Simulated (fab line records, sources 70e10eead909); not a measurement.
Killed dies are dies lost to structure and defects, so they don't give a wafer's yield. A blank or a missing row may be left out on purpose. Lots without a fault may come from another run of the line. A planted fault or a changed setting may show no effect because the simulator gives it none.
fab line records | flow nand_harc
record lots=24 wafers=72 last_day=25
route steps=1159 shown A_CONTACT@882
lots that met no fault: from a run of the same line without faults
start_h: hours from the record's first day to the start of the lot's first wafer shown | wait_h: hours since the lot's step before | " the same as in the row above | L1.1+2: a row that stands for several wafers | - no value, or no start given | * or withheld: withheld | < > ~ a bound
route shown NAME@n: a module of which the file shows steps, and the number in the route of the first | usual: mean/standard deviation of fault-free wafers | same: alike in all rows | chamber/n: place in a boat | sites: the reading at each site | _std_site: their standard deviation | _edge_site: outer sites' mean less inner sites' | radius_mm: how far each site lies from the wafer's centre | mask NAME#n: copy n | behind: the tool/chamber that last shaped the wafer | hold: why the lot was held/for how many hours/how that ended | device: the transistor (n, p or np) that didn't switch | end of line: the same wafers' tests at the end of the route | a step without rows: its recipe alone | killed: dies lost to structure and defects at the first sort, not the wafer's yield | map: a wafer's dies, x killed, . not, _ none there
set.NAME: the setting as run; set.NAME@STEP: as run at that earlier step | model.NAME: the simulator's own value behind a step, which no gauge read
steps of the route over a sample of lots; a table a step, a row a wafer
services: from which hour (start_h, from the record's first day; less than 0 if before it) a tool's chamber was out of use, for how many hours, and why
## steps
# step NHARC_A_CONTACT_STRIP_55
# recipe o2_flow_sccm=500 ar_flow_sccm=0 bias_w=0 chemistry=O2
# usual drypump_motor_current_A=5.9/0.35 o2_flow_sccm=500.0/1.5 oes_product_au=0.999/0.0088 rf_vpp_V=57.7/0.98 showerhead_plenum_p_Torr=3.52/0.18 throttle_valve_pct=17.036/0.0088
# columns lot.wafer tool chamber start_h wait_h drypump_motor_current_A o2_flow_sccm oes_product_au rf_hours_counter_h rf_vpp_V showerhead_plenum_p_Torr throttle_valve_pct
L075.4 rie_diel-03 0 - - 5.9 496.4 1.008 - 58.5 3.51 17.027
L075.6 " 2 " " 5.9 499.5 0.989 - 58.6 3.64 17.047
L075.5 " 3 " " 5.7 499.4 0.973 - 56.4 3.37 17.032
L076.1 rie_diel-02 0 - - 6.3 498.1 0.990 12 57.4 3.42 17.040
L076.2 " 2 " " 5.7 500.8 1.008 14 57.9 3.42 17.042
L076.5 " 0 " " 6.3 501.5 0.990 - 58.2 3.42 17.047
L074.2 rie_diel-03 0 - - 5.9 500.3 0.995 55 58.3 3.51 17.050
L074.1 " 2 " " 5.9 497.4 1.000 57 59.2 3.64 17.035
L074.6 " 0 " " 5.9 502.9 1.001 - 58.3 3.51 17.036
L079.1 rie_diel-09 1 - - 5.5 500.5 1.017 24 57.6 3.34 17.044
L079.4 " 2 " " 6.0 500.5 0.984 24 58.0 3.27 17.043
L079.3 " 0 " " 5.8 500.5 0.991 26 57.4 3.36 17.032
L080.3 rie_diel-02 0 - - 6.3 499.8 1.004 26 56.2 3.41 17.034
L080.5 " 2 " " 5.7 498.3 1.020 - 58.1 3.42 17.052
L080.6 " 3 " " 6.5 500.7 1.009 - 59.3 3.79 17.022
L077.1 rie_diel-02 1 - - 5.1 500.6 1.003 26 57.5 3.79 17.031
L077.5 " 3 " " 6.5 500.8 0.982 - 57.2 3.79 17.036
L077.6 " 0 " " 6.3 502.5 0.997 - 58.0 3.41 17.041
L078.3 rie_diel-02 1 - - 5.1 497.6 0.999 28 58.1 3.79 17.025
L078.2 " 2 " " 5.7 503.6 1.015 26 57.5 3.41 17.038
L078.4 " 0 " " 6.3 499.5 0.994 27 58.9 3.41 17.024
L081.2 rie_diel-09 3 - - 6.1 502.5 1.009 32 58.2 3.57 17.045
L081.5 " 0 " " 5.8 502.3 1.000 - 56.3 3.35 17.035
L081.4 " 2 " " 6.0 498.8 0.987 - 56.8 3.27 17.045
L083.1 rie_diel-09 2 - - 6.0 501.3 0.977 31 56.8 3.27 17.025
L083.4 " 0 " " 5.8 497.9 0.995 31 58.5 3.35 17.036
L083.6 " 2 " " 6.0 499.5 0.978 - 56.1 3.27 17.017
L082.3 rie_diel-02 2 - - 5.7 498.0 0.999 32 56.9 3.41 17.027
L082.2 " 3 " " 6.5 500.0 0.999 31 57.0 3.79 17.024
L082.1 " 0 " " 6.3 502.3 0.992 34 57.4 3.41 17.038
L084.2 rie_diel-02 3 - - 6.4 499.1 0.988 33 59.0 3.79 17.033
L084.4 " 0 " " 6.3 500.3 1.000 36 57.2 3.41 17.022
L084.6 " 3 " " 6.5 499.2 1.002 - 58.7 3.79 17.035
L085.4 rie_diel-03 2 - - 5.9 499.5 1.015 17 59.8 3.63 17.040
L085.2 " 3 " " 5.8 499.3 1.003 18 58.8 3.36 17.055
L085.1 " 0 " " 5.9 501.0 1.000 18 56.8 3.49 17.039
L088.4 rie_diel-09 2 - - 6.0 498.8 0.987 1 58.8 3.81 17.028
L088.6 " 3 " " 6.1 500.9 0.997 - 58.6 3.57 17.037
L088.5 " 0 " " 5.8 500.3 1.012 - 58.0 3.35 17.049
L086.1 rie_diel-09 0 - - 5.8 501.1 0.996 4 57.1 3.35 17.034
L086.4 " 1 " " 5.5 500.9 0.996 4 56.8 3.33 17.044
L086.5 " 3 " " 6.1 500.3 0.992 - 57.3 3.57 17.035
L090.4 rie_diel-09 3 - - 6.1 500.7 0.993 5 56.1 3.57 17.032
L090.2 " 0 " " 5.8 500.8 1.006 5 57.0 3.35 17.051
L090.1 " 1 " " 5.5 499.8 1.003 6 55.7 3.33 17.027
L087.1 rie_diel-09 1 - - 5.5 497.1 0.993 6 58.6 3.33 17.046
L087.2 " 2 " " 6.0 499.5 0.999 5 58.3 3.81 17.035
L087.4 " 3 " " 6.1 498.0 0.998 5 59.5 3.57 17.033
L089.1 rie_diel-02 2 - - 5.7 499.2 1.005 49 57.0 3.40 17.034
L089.2 " 0 " " 6.3 497.7 0.997 50 57.8 3.40 17.054
L089.5 " 0 " " 6.3 499.4 0.986 - 57.1 3.40 17.050
L091.3 rie_diel-09 3 - - 6.1 499.7 1.000 6 56.5 3.57 17.053
L091.2 " 0 " " 5.8 499.0 1.002 7 56.3 3.35 17.046
L091.6 " 0 " " 5.8 498.7 1.000 - 56.5 3.35 17.031
L093.3 rie_diel-02 2 - - 5.7 498.7 1.001 56 57.7 3.40 17.037
L093.5 " 3 " " 6.5 500.9 1.009 - 60.1 3.78 17.046
L093.6 " 0 " " 6.3 500.0 0.997 - 56.9 3.40 17.018
L094.1 rie_diel-09 0 - - 5.8 496.1 1.008 10 56.7 3.35 17.040
L094.2 " 1 " " 5.5 500.6 1.003 9 57.1 3.33 17.044
L094.6 " 2 " " 6.0 500.2 1.007 - 58.6 3.80 17.037
L092.4 rie_diel-09 1 - - 5.5 498.6 0.990 9 55.7 3.33 17.041
L092.3 " 2 " " 6.0 499.6 0.996 8 56.5 3.80 17.036
L092.1 " 3 " " 6.1 499.3 1.006 9 58.8 3.56 17.040
L095.3 rie_diel-03 2 - - 5.9 498.0 1.002 37 57.0 3.62 17.023
L095.6 " 1 " " 5.6 501.0 0.987 - 57.6 3.51 17.039
L095.5 " 2 " " 5.9 498.8 1.011 - 58.9 3.62 17.030
L096.2 rie_diel-09 0 - - 5.8 500.2 1.005 13 58.1 3.34 17.025
L096.1 " 1 " " 5.5 501.1 0.999 13 57.5 3.33 17.037
L096.4 " 3 " " 6.1 499.8 1.013 12 59.3 3.56 17.041
L097.2 rie_diel-09 0 - - 5.8 500.8 0.998 14 58.4 3.34 17.036
L097.1 " 1 " " 5.5 501.4 0.998 14 56.3 3.33 17.038
L097.4 " 2 " " 6.0 500.4 0.994 13 57.5 3.80 17.035
# step NHARC_A_CONTACT_ETCH_125
# recipe source_w=withheld pressure_mtorr=20 bias_v=1200 time_s=155 target_depth_a=9560 ar_flow_sccm=withheld c4f8_flow_sccm=withheld o2_flow_sccm=withheld chemistry=C4F8/O2/Ar
# columns lot.wafer tool chamber start_h wait_h rf_hours_counter_h
L075.4 har_cap_etch-02 0 377.68 0.1 -
L075.6 " 0 " " -
L075.5 " 1 " " -
L076.1 har_cap_etch-01 0 378.41 0.2 57
L076.2 " 1 " " 57
L076.5 " 0 " " -
L074.1 har_cap_etch-02 1 387.37 0.2 9
L074.2 " 0 " " 9
L074.6 " 1 " " -
L079.1 har_cap_etch-02 0 403.45 0.2 12
L079.4 " 0 " " -
L079.3 " 1 " " -
L080.3 har_cap_etch-01 1 408.27 0.1 -
L080.5 " 0 " " -
L080.6 " 1 " " -
L077.1 har_cap_etch-01 0 413.13 0.2 62
L077.6 " 1 " " -
L077.5 " 0 " " -
L078.2 har_cap_etch-01 1 422.64 0.2 63
L078.4 " 1 " " -
L078.3 " 0 " " -
L081.2 har_cap_etch-02 1 424.33 0.2 16
L081.4 " 0 " " -
L081.5 " 0 " " -
L083.1 har_cap_etch-02 1 436.64 0.2 18
L083.4 " 1 " " -
L083.6 " 1 " " -
L082.1 har_cap_etch-01 0 437.38 0.2 67
L082.2 " 1 " " 67
L082.3 " 1 " " -
L084.2 har_cap_etch-02 0 442.16 0.2 19
L084.4 " 0 " " -
L084.6 " 0 " " -
L085.2 har_cap_etch-02 0 450.28 0.2 21
L085.1 " 1 " " 21
L085.4 " 0 " " -
L088.4 har_cap_etch-01 0 450.58 0.1 -
L088.5 " 1 " " -
L088.6 " 0 " " -
L086.1 har_cap_etch-03 1 461.56 0.3 97
L086.4 " 0 " " -
L086.5 " 1 " " -
L090.2 har_cap_etch-03 0 471.65 0.2 100
L090.1 " 1 " " 100
L090.4 " 0 " " -
L087.1 har_cap_etch-02 1 472.80 0.2 25
L087.2 " 0 " " 25
L087.4 " 1 " " -
L089.1 har_cap_etch-01 1 474.36 0.2 74
L089.2 " 0 " " 74
L089.5 " 0 " " -
L091.2 har_cap_etch-03 0 478.39 0.2 101
L091.3 " 0 " " -
L091.6 " 1 " " -
L093.3 har_cap_etch-01 1 494.56 0.1 -
L093.5 " 0 " " -
L093.6 " 1 " " -
L094.1 har_cap_etch-03 0 496.52 0.2 105
L094.2 " 1 " " 105
L094.6 " 1 " " -
L092.1 har_cap_etch-01 0 497.87 0.2 78
L092.4 " 1 " " -
L092.3 " 0 " " -
L095.3 har_cap_etch-03 0 503.81 0.1 -
L095.6 " 1 " " -
L095.5 " 0 " " -
L096.2 har_cap_etch-01 0 512.58 0.2 82
L096.1 " 1 " " 82
L096.4 " 1 " " -
L097.2 har_cap_etch-01 1 526.66 0.2 84
L097.1 " 0 " " 84
L097.4 " 0 " " -
# step NHARC_A_CONTACT_ETCH_127
# recipe source_w=withheld pressure_mtorr=20 bias_v=1200 time_s=155 target_depth_a=9560 ar_flow_sccm=withheld c4f8_flow_sccm=withheld o2_flow_sccm=withheld chemistry=C4F8/O2/Ar
# columns lot.wafer tool chamber start_h wait_h rf_hours_counter_h
L075.4 har_cap_etch-02 0 377.96 0.1 -
L075.6 " 0 " " -
L075.5 " 1 " " -
L076.1 har_cap_etch-01 0 378.69 0.1 57
L076.2 " 1 " " 57
L076.5 " 0 " " -
L074.1 har_cap_etch-02 1 387.66 0.1 10
L074.2 " 0 " " 10
L074.6 " 1 " " -
L079.1 har_cap_etch-02 0 403.72 0.1 12
L079.4 " 0 " " -
L079.3 " 1 " " -
L080.3 har_cap_etch-01 1 408.56 0.1 -
L080.5 " 0 " " -
L080.6 " 1 " " -
L077.1 har_cap_etch-01 0 413.41 0.1 62
L077.6 " 1 " " -
L077.5 " 0 " " -
L078.2 har_cap_etch-01 1 422.92 0.1 64
L078.4 " 1 " " -
L078.3 " 0 " " -
L081.2 har_cap_etch-02 1 424.61 0.1 16
L081.4 " 0 " " -
L081.5 " 0 " " -
L083.1 har_cap_etch-02 1 436.92 0.1 18
L083.4 " 1 " " -
L083.6 " 1 " " -
L082.1 har_cap_etch-01 0 437.66 0.1 67
L082.2 " 1 " " 67
L082.3 " 1 " " -
L084.2 har_cap_etch-02 0 442.45 0.1 19
L084.4 " 0 " " -
L084.6 " 0 " " -
L085.2 har_cap_etch-02 0 450.56 0.1 21
L085.1 " 1 " " 21
L085.4 " 0 " " -
L088.4 har_cap_etch-01 0 450.86 0.1 -
L088.5 " 1 " " -
L088.6 " 0 " " -
L086.1 har_cap_etch-03 1 462.06 0.2 97
L086.4 " 0 " " -
L086.5 " 1 " " -
L090.2 har_cap_etch-03 0 472.03 0.2 100
L090.1 " 1 " " 100
L090.4 " 0 " " -
L087.1 har_cap_etch-02 1 473.09 0.1 25
L087.2 " 0 " " 25
L087.4 " 1 " " -
L089.1 har_cap_etch-01 1 474.64 0.1 75
L089.2 " 0 " " 75
L089.5 " 0 " " -
L091.2 har_cap_etch-03 0 478.77 0.2 101
L091.3 " 0 " " -
L091.6 " 1 " " -
L093.3 har_cap_etch-01 1 494.85 0.1 -
L093.5 " 0 " " -
L093.6 " 1 " " -
L094.1 har_cap_etch-03 0 496.80 0.1 105
L094.2 " 1 " " 105
L094.6 " 1 " " -
L092.1 har_cap_etch-01 0 498.15 0.1 79
L092.4 " 1 " " -
L092.3 " 0 " " -
L095.3 har_cap_etch-03 0 504.09 0.1 -
L095.6 " 1 " " -
L095.5 " 0 " " -
L096.2 har_cap_etch-01 0 512.86 0.1 82
L096.1 " 1 " " 82
L096.4 " 1 " " -
L097.2 har_cap_etch-01 1 526.94 0.1 84
L097.1 " 0 " " 84
L097.4 " 0 " " -
# step NHARC_A_CONTACT_ETCH_128
# recipe source_w=withheld pressure_mtorr=20 bias_v=1200 time_s=155 target_depth_a=9560 ar_flow_sccm=withheld c4f8_flow_sccm=withheld o2_flow_sccm=withheld chemistry=C4F8/O2/Ar
# columns lot.wafer tool chamber start_h wait_h rf_hours_counter_h
L075.4 har_cap_etch-02 0 378.10 0.1 -
L075.6 " 0 " " -
L075.5 " 1 " " -
L076.1 har_cap_etch-01 0 378.83 0.1 57
L076.2 " 1 " " 57
L076.5 " 0 " " -
L074.1 har_cap_etch-02 1 387.81 0.1 10
L074.2 " 0 " " 10
L074.6 " 1 " " -
L079.1 har_cap_etch-02 0 403.87 0.1 12
L079.4 " 0 " " -
L079.3 " 1 " " -
L080.3 har_cap_etch-01 1 408.70 0.1 -
L080.5 " 0 " " -
L080.6 " 1 " " -
L077.1 har_cap_etch-01 0 413.56 0.1 62
L077.6 " 1 " " -
L077.5 " 0 " " -
L078.2 har_cap_etch-01 1 423.06 0.1 64
L078.4 " 1 " " -
L078.3 " 0 " " -
L081.2 har_cap_etch-02 1 424.75 0.1 16
L081.4 " 0 " " -
L081.5 " 0 " " -
L083.1 har_cap_etch-02 1 437.06 0.1 18
L083.4 " 1 " " -
L083.6 " 1 " " -
L082.1 har_cap_etch-01 0 437.80 0.1 67
L082.2 " 1 " " 67
L082.3 " 1 " " -
L084.2 har_cap_etch-02 0 442.59 0.1 19
L084.4 " 0 " " -
L084.6 " 0 " " -
L085.2 har_cap_etch-02 0 450.70 0.1 21
L085.1 " 1 " " 21
L085.4 " 0 " " -
L088.4 har_cap_etch-01 0 451.00 0.1 -
L088.5 " 1 " " -
L088.6 " 0 " " -
L086.1 har_cap_etch-03 1 462.30 0.2 98
L086.4 " 0 " " -
L086.5 " 1 " " -
L090.2 har_cap_etch-03 0 472.22 0.2 100
L090.1 " 1 " " 100
L090.4 " 0 " " -
L087.1 har_cap_etch-02 1 473.23 0.1 25
L087.2 " 0 " " 25
L087.4 " 1 " " -
L089.1 har_cap_etch-01 1 474.78 0.1 75
L089.2 " 0 " " 75
L089.5 " 0 " " -
L091.2 har_cap_etch-03 0 478.96 0.2 101
L091.3 " 0 " " -
L091.6 " 1 " " -
L093.3 har_cap_etch-01 1 494.99 0.1 -
L093.5 " 0 " " -
L093.6 " 1 " " -
L094.1 har_cap_etch-03 0 496.94 0.1 105
L094.2 " 1 " " 105
L094.6 " 1 " " -
L092.1 har_cap_etch-01 0 498.30 0.1 79
L092.4 " 1 " " -
L092.3 " 0 " " -
L095.3 har_cap_etch-03 0 504.23 0.1 -
L095.6 " 1 " " -
L095.5 " 0 " " -
L096.2 har_cap_etch-01 0 513.01 0.1 82
L096.1 " 1 " " 82
L096.4 " 1 " " -
L097.2 har_cap_etch-01 1 527.08 0.1 84
L097.1 " 0 " " 84
L097.4 " 0 " " -
# step NHARC_A_CONTACT_ETCH_129
# recipe source_w=withheld pressure_mtorr=20 bias_v=1200 time_s=155 target_depth_a=9560 ar_flow_sccm=withheld c4f8_flow_sccm=withheld o2_flow_sccm=withheld chemistry=C4F8/O2/Ar
# columns lot.wafer tool chamber start_h wait_h rf_hours_counter_h
L075.4 har_cap_etch-02 0 378.25 0.1 -
L075.6 " 0 " " -
L075.5 " 1 " " -
L076.1 har_cap_etch-01 0 378.97 0.1 57
L076.2 " 1 " " 57
L076.5 " 0 " " -
L074.1 har_cap_etch-02 1 387.95 0.1 10
L074.2 " 0 " " 10
L074.6 " 1 " " -
L079.1 har_cap_etch-02 0 404.01 0.1 12
L079.4 " 0 " " -
L079.3 " 1 " " -
L080.3 har_cap_etch-01 1 408.84 0.1 -
L080.5 " 0 " " -
L080.6 " 1 " " -
L077.1 har_cap_etch-01 0 413.70 0.1 63
L077.6 " 1 " " -
L077.5 " 0 " " -
L078.2 har_cap_etch-01 1 423.21 0.1 64
L078.4 " 1 " " -
L078.3 " 0 " " -
L081.2 har_cap_etch-02 1 424.89 0.1 16
L081.4 " 0 " " -
L081.5 " 0 " " -
L083.1 har_cap_etch-02 1 437.20 0.1 18
L083.4 " 1 " " -
L083.6 " 1 " " -
L082.1 har_cap_etch-01 0 437.94 0.1 67
L082.2 " 1 " " 67
L082.3 " 1 " " -
L084.2 har_cap_etch-02 0 442.73 0.1 20
L084.4 " 0 " " -
L084.6 " 0 " " -
L085.2 har_cap_etch-02 0 450.84 0.1 22
L085.1 " 1 " " 22
L085.4 " 0 " " -
L088.4 har_cap_etch-01 0 451.14 0.1 -
L088.5 " 1 " " -
L088.6 " 0 " " -
L086.1 har_cap_etch-03 1 462.49 0.2 98
L086.4 " 0 " " -
L086.5 " 1 " " -
L090.2 har_cap_etch-03 0 472.40 0.2 100
L090.1 " 1 " " 100
L090.4 " 0 " " -
L087.1 har_cap_etch-02 1 473.37 0.1 25
L087.2 " 0 " " 25
L087.4 " 1 " " -
L089.1 har_cap_etch-01 1 474.92 0.1 75
L089.2 " 0 " " 75
L089.5 " 0 " " -
L091.2 har_cap_etch-03 0 479.14 0.2 102
L091.3 " 0 " " -
L091.6 " 1 " " -
L093.3 har_cap_etch-01 1 495.13 0.1 -
L093.5 " 0 " " -
L093.6 " 1 " " -
L094.1 har_cap_etch-03 0 497.08 0.1 105
L094.2 " 1 " " 105
L094.6 " 1 " " -
L092.1 har_cap_etch-01 0 498.44 0.1 79
L092.4 " 1 " " -
L092.3 " 0 " " -
L095.3 har_cap_etch-03 0 504.37 0.1 -
L095.6 " 1 " " -
L095.5 " 0 " " -
L096.2 har_cap_etch-01 0 513.15 0.1 82
L096.1 " 1 " " 82
L096.4 " 1 " " -
L097.2 har_cap_etch-01 1 527.23 0.1 84
L097.1 " 0 " " 84
L097.4 " 0 " " -
# step NHARC_A_CONTACT_STRIP_26
# recipe o2_flow_sccm=500 ar_flow_sccm=0 bias_w=0 chemistry=O2
# usual drypump_motor_current_A=5.9/0.31 o2_flow_sccm=500.1/1.6 oes_product_au=0.999/0.0097 rf_vpp_V=57.6/0.96 showerhead_plenum_p_Torr=3.48/0.17 throttle_valve_pct=17.036/0.0092
# columns lot.wafer tool chamber start_h wait_h drypump_motor_current_A o2_flow_sccm oes_product_au rf_hours_counter_h rf_vpp_V showerhead_plenum_p_Torr throttle_valve_pct
L075.4 rie_diel-03 2 - - 5.9 503.0 0.989 57 57.7 3.64 17.050
L075.6 " 3 " " 5.7 502.0 0.991 - 56.8 3.37 17.035
L075.5 " 0 " " 5.9 497.4 1.013 - 58.0 3.51 17.023
L076.1 rie_diel-09 1 - - 5.5 498.8 1.013 22 58.4 3.34 17.047
L076.2 " 0 " " 5.8 500.7 0.989 24 57.4 3.36 17.043
L076.5 " 1 " " 5.5 500.3 1.007 - 58.2 3.34 17.018
L074.2 rie_diel-09 0 - - 5.8 501.9 0.997 25 57.0 3.35 17.053
L074.1 " 2 " " 6.0 500.5 0.994 24 56.5 3.27 17.043
L074.6 " 1 " " 5.5 499.4 1.021 - 57.3 3.34 17.047
L079.1 rie_diel-09 2 - - 6.0 500.0 0.980 28 57.6 3.27 17.046
L079.3 " 3 " " 6.1 500.8 1.020 31 57.5 3.57 17.025
L079.4 " 0 " " 5.8 497.1 0.994 29 57.4 3.35 17.047
L080.3 rie_diel-09 2 - - 6.0 499.4 0.981 28 56.2 3.27 17.039
L080.6 " 3 " " 6.1 499.6 1.011 - 59.1 3.57 17.031
L080.5 " 0 " " 5.8 499.9 0.998 - 57.9 3.35 17.031
L077.1 rie_diel-09 0 - - 5.8 500.9 0.993 30 57.7 3.35 17.026
L077.6 " 0 " " 5.8 497.5 0.987 - 56.8 3.35 17.045
L077.5 " 1 " " 5.5 499.2 1.005 - 55.7 3.34 17.030
L078.3 rie_diel-09 2 - - 6.1 499.3 0.974 31 55.3 3.27 17.030
L078.2 " 3 " " 6.1 498.3 0.996 35 58.2 3.57 17.033
L078.4 " 0 " " 5.8 499.6 0.998 32 56.9 3.35 17.038
L081.4 rie_diel-02 0 - - 6.3 500.3 0.995 36 55.2 3.41 17.032
L081.2 " 1 " " 5.1 500.4 1.001 36 58.3 3.79 17.061
L081.5 " 0 " " 6.3 501.3 0.994 - 57.7 3.41 17.040
L083.1 rie_diel-09 3 - - 6.1 498.6 0.997 1 57.7 3.57 17.022
L083.4 " 2 " " 6.0 498.9 0.997 1 57.4 3.81 17.041
L083.6 " 3 " " 6.1 499.3 1.001 - 58.4 3.57 17.044
L082.2 rie_diel-03 3 - - 5.7 498.1 1.012 18 55.9 3.36 17.057
L082.1 " 1 " " 5.7 498.4 0.984 18 59.0 3.52 17.032
L082.3 " 2 " " 5.9 498.4 0.999 18 58.2 3.63 17.028
L084.2 rie_diel-02 3 - - 6.5 501.6 1.004 41 58.5 3.78 17.042
L084.4 " 1 " " 5.1 499.5 1.010 45 58.4 3.78 17.026
L084.6 " 3 " " 6.5 503.2 1.001 - 59.5 3.78 17.027
L085.4 rie_diel-02 2 - - 5.7 501.1 1.007 45 57.3 3.40 17.041
L085.1 " 3 " " 6.5 497.3 1.004 43 58.1 3.78 17.033
L085.2 " 0 " " 6.3 502.3 1.006 44 57.6 3.40 17.035
L088.4 rie_diel-09 0 - - 5.8 498.2 1.003 4 58.4 3.35 17.030
L088.5 " 1 " " 5.5 499.1 0.985 - 57.8 3.33 17.032
L088.6 " 2 " " 6.0 500.3 1.000 - 58.1 3.81 17.039
L086.4 rie_diel-09 0 - - 5.8 503.4 0.995 6 57.3 3.35 17.037
L086.1 " 3 " " 6.1 499.9 0.996 5 57.9 3.57 17.041
L086.5 " 1 " " 5.5 499.9 0.996 - 57.7 3.33 17.020
L090.4 rie_diel-02 0 - - 6.3 500.0 0.998 54 57.7 3.40 17.032
L090.2 " 1 " " 5.1 500.5 0.999 51 57.8 3.78 17.026
L090.1 " 2 " " 5.7 499.9 0.996 54 56.7 3.40 17.029
L087.4 rie_diel-09 2 - - 6.0 501.3 0.998 7 58.2 3.80 17.039
L087.1 " 3 " " 6.1 500.1 1.003 7 57.8 3.57 17.035
L087.2 " 0 " " 5.8 499.8 1.006 8 56.3 3.35 17.042
L089.2 rie_diel-09 2 - - 6.0 501.2 0.999 7 58.8 3.80 17.046
L089.1 " 3 " " 6.1 502.6 0.997 7 57.5 3.56 17.025
L089.5 " 1 " " 5.5 500.1 0.990 - 57.4 3.33 17.038
L091.2 rie_diel-03 3 - - 5.7 500.3 1.006 34 57.1 3.35 17.049
L091.3 " 1 " " 5.7 501.2 1.000 36 58.5 3.51 17.025
L091.6 " 1 " " 5.6 498.6 0.992 - 58.0 3.51 17.016
L093.3 rie_diel-03 2 - - 5.9 500.5 1.006 39 58.1 3.62 17.052
L093.6 " 3 " " 5.7 500.9 1.004 - 57.7 3.35 17.025
L093.5 " 0 " " 5.9 498.9 0.987 - 57.0 3.48 17.037
L094.2 rie_diel-09 2 - - 6.0 499.6 1.003 11 58.1 3.80 17.036
L094.1 " 0 " " 5.8 500.2 1.003 12 56.5 3.34 17.034
L094.6 " 2 " " 6.0 499.3 0.994 - 59.8 3.80 17.021
L092.3 rie_diel-03 1 - - 5.6 497.9 0.985 42 58.0 3.51 17.038
L092.1 " 2 " " 5.9 498.7 0.995 40 58.1 3.62 17.039
L092.4 " 3 " " 5.7 501.2 1.005 39 55.4 3.35 17.031
L095.3 rie_diel-09 1 - - 5.5 501.9 0.986 13 56.6 3.33 17.034
L095.6 " 3 " " 6.1 502.3 1.002 - 55.5 3.56 17.038
L095.5 " 0 " " 5.8 496.9 1.001 - 55.8 3.34 17.036
L096.2 rie_diel-02 3 - - 6.5 499.8 1.000 2 57.8 3.77 17.024
L096.4 " 1 " " 5.1 498.7 1.010 1 56.9 3.77 17.045
L096.1 " 2 " " 5.7 502.4 0.986 1 58.3 3.39 17.038
L097.2 rie_diel-03 3 - - 5.7 502.1 1.008 51 57.0 3.34 17.044
L097.4 " 1 " " 5.6 499.3 0.997 53 58.9 3.50 17.020
L097.1 " 2 " " 5.9 499.9 1.018 52 58.6 3.61 17.037
## services
# columns tool chamber start_h hours kind
rie_diel-09 2 350.26 6.1 repair
rie_diel-09 0 361.42 - clean
rie_diel-09 1 361.42 - clean
rie_diel-09 2 361.42 - clean
rie_diel-09 3 361.42 - clean
rie_diel-03 1 362.93 8.5 repair
rie_diel-09 0 385.92 - clean
rie_diel-09 1 385.92 - clean
rie_diel-09 2 385.92 - clean
rie_diel-09 3 385.92 - clean
rie_diel-03 - 392.40 9.0 pm
rie_diel-09 0 410.74 - clean
rie_diel-09 1 410.74 - clean
rie_diel-09 2 410.74 - clean
rie_diel-09 3 410.74 - clean
rie_diel-09 1 416.14 3.3 repair
rie_diel-09 - 431.41 9.0 pm
rie_diel-09 0 431.41 9.0 vent_cycle
rie_diel-09 1 431.41 9.0 vent_cycle
rie_diel-02 1 467.53 6.4 repair
rie_diel-03 0 486.63 5.8 repair
rie_diel-02 - 505.06 9.0 pm
rie_diel-09 2 509.84 4.7 repair
har_cap_etch-01 - 534.23 29.4 repair
## key
fault none
